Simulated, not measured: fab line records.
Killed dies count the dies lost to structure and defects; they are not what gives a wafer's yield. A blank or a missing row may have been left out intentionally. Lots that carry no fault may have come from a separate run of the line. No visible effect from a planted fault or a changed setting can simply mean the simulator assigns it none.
Split-lot trial :: flow n5-finfet :: 21 wafers read from 7 lots, route of 1938 steps

## ABOUT THE SPLIT
At N5_BEOL_M7_VIA_ETCH_34 (etches SiCOH lowk in C4F6/O2, target depth 125.5 nm, time 50.5 s), the setting source-w was moved away from the recipe's 345 W on 4 of the 21 wafers read, by -17.7% to -5.8%. This setting was run at the recipe's value on the other wafers.

Reading taken at the split's own step.

## THE READING
rf-vpp-V, in V, at N5_BEOL_M7_VIA_ETCH_34 (etches SiCOH lowk in C4F6/O2, target depth 125.5 nm, time 50.5 s). Typical for fault-free wafers on this fab line: 658 V, with standard deviation 13 V.

wafer: L077.2
tool, chamber at the split: rie-diel-05, 0
source-w as run, W: 345
against the recipe: recipe
rf-vpp-V, V: 676
against lot-mates on the recipe: -

wafer: L077.3
tool, chamber at the split: rie-diel-05, 3
source-w as run, W: 345
against the recipe: recipe
rf-vpp-V, V: 650
against lot-mates on the recipe: -

wafer: L077.5
tool, chamber at the split: rie-diel-05, 3
source-w as run, W: 315.4
against the recipe: -8.6%
rf-vpp-V, V: 682
against lot-mates on the recipe: +19

wafer: L079.2
tool, chamber at the split: rie-diel-02, 3
source-w as run, W: 345
against the recipe: recipe
rf-vpp-V, V: 638
against lot-mates on the recipe: -

wafer: L079.4
tool, chamber at the split: rie-diel-02, 1
source-w as run, W: 325.1
against the recipe: -5.8%
rf-vpp-V, V: 664
against lot-mates on the recipe: +22

wafer: L079.6
tool, chamber at the split: rie-diel-02, 1
source-w as run, W: 345
against the recipe: recipe
rf-vpp-V, V: 645
against lot-mates on the recipe: -

wafer: L081.4
tool, chamber at the split: rie-diel-05, 2
source-w as run, W: 345
against the recipe: recipe
rf-vpp-V, V: 659
against lot-mates on the recipe: -

wafer: L081.5
tool, chamber at the split: rie-diel-05, 1
source-w as run, W: 345
against the recipe: recipe
rf-vpp-V, V: 659
against lot-mates on the recipe: -

wafer: L081.6
tool, chamber at the split: rie-diel-05, 3
source-w as run, W: 345
against the recipe: recipe
rf-vpp-V, V: 651
against lot-mates on the recipe: -

wafer: L083.2
tool, chamber at the split: rie-diel-06, 3
source-w as run, W: 345
against the recipe: recipe
rf-vpp-V, V: 687
against lot-mates on the recipe: -

wafer: L083.3
tool, chamber at the split: rie-diel-06, 2
source-w as run, W: 345
against the recipe: recipe
rf-vpp-V, V: 652
against lot-mates on the recipe: -

wafer: L083.5
tool, chamber at the split: rie-diel-06, 0
source-w as run, W: 345
against the recipe: recipe
rf-vpp-V, V: 649
against lot-mates on the recipe: -

wafer: L084.1
tool, chamber at the split: rie-diel-05, 1
source-w as run, W: 345
against the recipe: recipe
rf-vpp-V, V: 660
against lot-mates on the recipe: -

wafer: L084.4
tool, chamber at the split: rie-diel-05, 1
source-w as run, W: 345
against the recipe: recipe
rf-vpp-V, V: 658
against lot-mates on the recipe: -

wafer: L084.6
tool, chamber at the split: rie-diel-05, 2
source-w as run, W: 345
against the recipe: recipe
rf-vpp-V, V: 658
against lot-mates on the recipe: -

wafer: L090.3
tool, chamber at the split: rie-diel-02, 3
source-w as run, W: 345
against the recipe: recipe
rf-vpp-V, V: 638
against lot-mates on the recipe: -

wafer: L090.4
tool, chamber at the split: rie-diel-02, 0
source-w as run, W: 345
against the recipe: recipe
rf-vpp-V, V: 649
against lot-mates on the recipe: -

wafer: L090.5
tool, chamber at the split: rie-diel-02, 1
source-w as run, W: 345
against the recipe: recipe
rf-vpp-V, V: 647
against lot-mates on the recipe: -

wafer: L092.1
tool, chamber at the split: rie-diel-02, 1
source-w as run, W: 283.8
against the recipe: -17.7%
rf-vpp-V, V: 714
against lot-mates on the recipe: +77

wafer: L092.2
tool, chamber at the split: rie-diel-02, 3
source-w as run, W: 345
against the recipe: recipe
rf-vpp-V, V: 637
against lot-mates on the recipe: -

wafer: L092.4
tool, chamber at the split: rie-diel-02, 2
source-w as run, W: 283.8
against the recipe: -17.7%
rf-vpp-V, V: 737
against lot-mates on the recipe: +100

FIT RESULTS
A straight line over all 21 wafers: rf-vpp-V changes by -3.91 V for each +1% of source-w; r = -0.87; the points scatter about the line by 13 V.
The same after taking each lot's own level away (the mean of its wafers on the recipe; 21 wafers): -4.72 V for each +1%; r = -0.93; scatter 11 V.
That fit puts the effect of the largest move of source-w on the reading at 84 V.
The span of the lots' own levels, 637.0 to 663.0 V, comes to 2.0 times the standard deviation stated above.
So the lot-to-lot level changes the slope: the two fits differ.
Check: for one of the wafers moved furthest among these (-17.7%), held out of the fit, the line's prediction against its lot-mates is +87.3 V. It came out at +77 V against them.
Tool readings at the split's step, against how far the setting was moved: rf-vpp-V r = -0.87.

## FILE'S OWN FIT
rf-vpp-V changes by -4.41 V for each +1% of source-w, r = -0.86.
